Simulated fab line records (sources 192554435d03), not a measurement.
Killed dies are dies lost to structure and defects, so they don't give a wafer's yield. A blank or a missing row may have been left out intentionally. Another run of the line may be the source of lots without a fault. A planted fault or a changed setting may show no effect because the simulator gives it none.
Which tool is to blame? | flow n5Finfet | 35 wafers from 13 lots sampled at 4 of the route's 1938 steps

## WHAT THE GAUGES SHOWED, per wafer
Not one reading of a measure or inspect step in the record can be checked against a usual standard deviation.

## WHICH TOOL RAN EACH LOT (tool, then ch and the chambers of the sampled wafers, then the start)
lot  | N5_ILD0_CMP_07               | N5_PASSIVATION_AL_DEP_21    | N5_PASSIVATION_ETCH_59           | N5_PASSIVATION_PROBE_49
L261 | cmp-04 ch 0,3, day 3 20:19   | pvdSputter-03, day 12 03:05 | rieMetal-01 ch 0,1, day 12 04:27 | -
L262 | cmp-03 ch 0,2, day 3 23:28   | pvdSputter-01, day 12 23:20 | rieMetal-03 ch 0,1, day 13 00:34 | -
L264 | cmp-03 ch 1,2,3, day 4 08:17 | pvdSputter-02, day 12 23:09 | rieMetal-02 ch 0,1, day 13 00:19 | -
L265 | cmp-03 ch 0,2, day 4 11:59   | pvdSputter-03, day 13 12:32 | rieMetal-02 ch 0, day 13 14:07   | -
L266 | cmp-04 ch 1,3, day 4 21:02   | pvdSputter-02, day 13 12:27 | rieMetal-03 ch 0, day 13 13:33   | -
L267 | cmp-04 ch 0,1, day 5 02:22   | pvdSputter-03, day 14 05:53 | rieMetal-01 ch 0,1, day 14 07:03 | -
L269 | cmp-04 ch 0,2,3, day 5 14:45 | pvdSputter-02, day 14 05:14 | rieMetal-01 ch 0,1, day 14 06:25 | -
L272 | cmp-04 ch 0,1,3, day 6 09:25 | pvdSputter-03, day 14 13:52 | rieMetal-03 ch 0,1, day 14 15:01 | prober-02, day 14 20:10
L279 | cmp-03 ch 0,1,2, day 8 01:42 | pvdSputter-03, day 17 06:16 | rieMetal-03 ch 0,1, day 17 07:19 | -
L280 | cmp-02 ch 2,3, day 8 05:43   | pvdSputter-02, day 17 09:22 | rieMetal-03 ch 0,1, day 17 10:30 | -
L281 | cmp-02 ch 0,3, day 8 13:13   | pvdSputter-01, day 17 13:22 | rieMetal-01 ch 0,1, day 17 14:29 | -
L282 | cmp-02 ch 0,1,2, day 8 21:21 | pvdSputter-03, day 17 18:46 | rieMetal-02 ch 0,1, day 17 19:57 | -
L283 | cmp-02 ch 0,1,3, day 9 03:28 | pvdSputter-03, day 18 05:37 | rieMetal-02 ch 0,1, day 18 06:40 | -
- N5_ILD0_CMP_07: polishes SiO2 flowable, stops on poly-Si, t overpolish 1.18 s, target thk 138.88 nm.
- N5_PASSIVATION_AL_DEP_21: deposits Al, target thk 2800 nm, time 170 s.
- N5_PASSIVATION_ETCH_59: etches TaN in Cl2/BCl3, target depth 65 nm, time 34.9 s.
- N5_PASSIVATION_PROBE_49

## AS READ BY THE TOOLS THEMSELVES (means over the sampled wafers that have a number; for cases with no such wafer, the mark the record gives instead)
N5_ILD0_CMP_07. Usual: motorCurrentA 12.2 A, standard deviation 0.99; slurryFilterDpKPa 13.50 kPa, standard deviation 0.14.
lot  | tool   | motorCurrentA (A) | slurryFilterDpKPa (kPa) | flag
L261 | cmp-04 | 12.4              | 13.58                   | 
L262 | cmp-03 | 12.6              | 13.49                   | 
L264 | cmp-03 | 11.5              | 13.45                   | 
L265 | cmp-03 | 12.3              | 13.35                   | 
L266 | cmp-04 | 13.4              | 13.35                   | 
L267 | cmp-04 | 12.8              | 13.64                   | 
L269 | cmp-04 | 12.7              | 13.52                   | 
L272 | cmp-04 | 12.8              | 13.37                   | 
L279 | cmp-03 | 11.5              | 13.56                   | 
L280 | cmp-02 | 12.8              | 13.54                   | 
L281 | cmp-02 | 11.7              | 13.44                   | 
L282 | cmp-02 | 12.4              | 13.55                   | 
L283 | cmp-02 | 11.4              | 13.68                   | 

N5_PASSIVATION_AL_DEP_21. Usual: cathodeDcPowerW 30000 W, standard deviation 5.2; susceptorTempC 399.99 C, standard deviation 0.22; throttleValvePct 30.0 %, standard deviation 0.84.
lot  | tool          | cathodeDcPowerW (W) | susceptorTempC (C) | throttleValvePct (%) | flag
L261 | pvdSputter-03 | 30003               | 400.14             | 30.3                 | 
L262 | pvdSputter-01 | 29996               | 400.01             | 30.8                 | 
L264 | pvdSputter-02 | 29999               | 399.91             | 29.2                 | 
L265 | pvdSputter-03 | 30001               | 400.06             | 29.8                 | 
L266 | pvdSputter-02 | 29998               | 400.14             | 29.9                 | 
L267 | pvdSputter-03 | 30003               | 399.97             | 30.3                 | 
L269 | pvdSputter-02 | 29998               | 400.25             | 29.4                 | 
L272 | pvdSputter-03 | 29996               | 400.06             | 29.6                 | 
L279 | pvdSputter-03 | 30002               | 400.24             | 30.4                 | 
L280 | pvdSputter-02 | 29998               | 400.33             | 29.1                 | 
L281 | pvdSputter-01 | 30000               | 399.99             | 29.2                 | 
L282 | pvdSputter-03 | 30000               | 399.99             | 30.1                 | 
L283 | pvdSputter-03 | 29999               | 399.71             | 30.5                 | 

N5_PASSIVATION_ETCH_59. Usual: drypumpMotorCurrentA 5.9 A, standard deviation 0.47; heBacksideLeakSccm 3.34 sccm, standard deviation 0.19; oesProductAu 0.82 a.u., standard deviation 0.083; throttleValvePct 21.1 %, standard deviation 0.32.
lot  | tool        | drypumpMotorCurrentA (A) | heBacksideLeakSccm (sccm) | oesProductAu (a.u.) | throttleValvePct (%) | flag
L261 | rieMetal-01 | 6.2                      | 3.34                      | 0.90                | 21.4                 | 
L262 | rieMetal-03 | 5.4                      | 3.44                      | 0.83                | 20.9                 | 
L264 | rieMetal-02 | 6.0                      | 3.39                      | 0.66                | 21.1                 | 
L265 | rieMetal-02 | 5.2                      | 3.31                      | 0.72                | 21.3                 | 
L266 | rieMetal-03 | 5.3                      | 3.65                      | 0.72                | 20.8                 | 
L267 | rieMetal-01 | 6.2                      | 3.26                      | 0.87                | 21.2                 | 
L269 | rieMetal-01 | 6.3                      | 3.20                      | 0.86                | 21.1                 | 
L272 | rieMetal-03 | 5.5                      | 3.43                      | 0.84                | 20.9                 | 
L279 | rieMetal-03 | 5.5                      | 3.45                      | 0.82                | 20.9                 | 
L280 | rieMetal-03 | 5.4                      | 3.57                      | 0.78                | 20.9                 | 
L281 | rieMetal-01 | 6.2                      | 3.34                      | 0.85                | 21.4                 | 
L282 | rieMetal-02 | 6.0                      | 3.56                      | 0.83                | 20.9                 | 
L283 | rieMetal-02 | 5.9                      | 3.33                      | 0.81                | 20.9                 | 

N5_PASSIVATION_PROBE_49. Usual: defectLimitedYield 91.4 %, standard deviation 1.4; killed_at_M0_to_M3 32, standard deviation 10; killed_at_M4_up 13, standard deviation 5.6; killedAtContacts 13, standard deviation 6.6; killedAtFrontEnd 39, standard deviation 13; killedAtOther 3.4, standard deviation 2.8; killedDies 101, standard deviation 17; killedOnRim 14, standard deviation 4.5; killedOpen 66, standard deviation 13; killedShort 33, standard deviation 7; sort_bin_5_function 5.0 %, standard deviation 0.93; sort_bin_6_memory 3.2 %, standard deviation 0.65; sort_bin_8_speed 0.01 %, standard deviation 0.16; sortNPass 1078, standard deviation 17; sortYieldPct 91.4 %, standard deviation 1.4.
lot  | tool      | defectLimitedYield (%) | killed_at_M0_to_M3 | killed_at_M4_up | killedAtContacts | killedAtFrontEnd | killedAtOther | killedDies | killedOnRim | killedOpen | killedShort | sort_bin_5_function (%) | sort_bin_6_memory (%) | sort_bin_8_speed (%) | sortNPass | sortYieldPct (%) | flag
L272 | prober-02 | 80.7                   | 21                 | 11              | 19               | 172              | 3.7           | 228        | 29          | 61         | 28          | 11.1                    | 7.3                   | 0.00                 | 952       | 80.7             | OFF

## THE ANSWER, worked out from the rows above alone
Rule: a lot is off if the mean of its wafers that have a number lies more than 3 standard deviations from the usual mean. Also off: a lot with no number at a reading for which 4 or more lots have one. The other lots that the step has rows for count as sound. Order of review: gauges by route order, followed by the tools' own readings, for which a lot's mean as printed above is used. At the first step where some lot is off, the reading lying furthest off is the one used; lots without a number count as furthest.
Off: L272 (N5_PASSIVATION_PROBE_49, killedAtFrontEnd). Neither off nor sound, because the step has no rows for them: L261, L262, L264, L265, L266, L267, L269, L279, L280, L281, L282, L283.
A tool fits if, at that step or a process step before it, it ran every lot that is off, and no sound lot after the first of them. Can't be told from this: 4 tools fit, cmp-04 at N5_ILD0_CMP_07, pvdSputter-03 at N5_PASSIVATION_AL_DEP_21, rieMetal-03 at N5_PASSIVATION_ETCH_59, prober-02 at N5_PASSIVATION_PROBE_49.

## WHAT HAD BEEN PUT IN BY THE SIMULATOR
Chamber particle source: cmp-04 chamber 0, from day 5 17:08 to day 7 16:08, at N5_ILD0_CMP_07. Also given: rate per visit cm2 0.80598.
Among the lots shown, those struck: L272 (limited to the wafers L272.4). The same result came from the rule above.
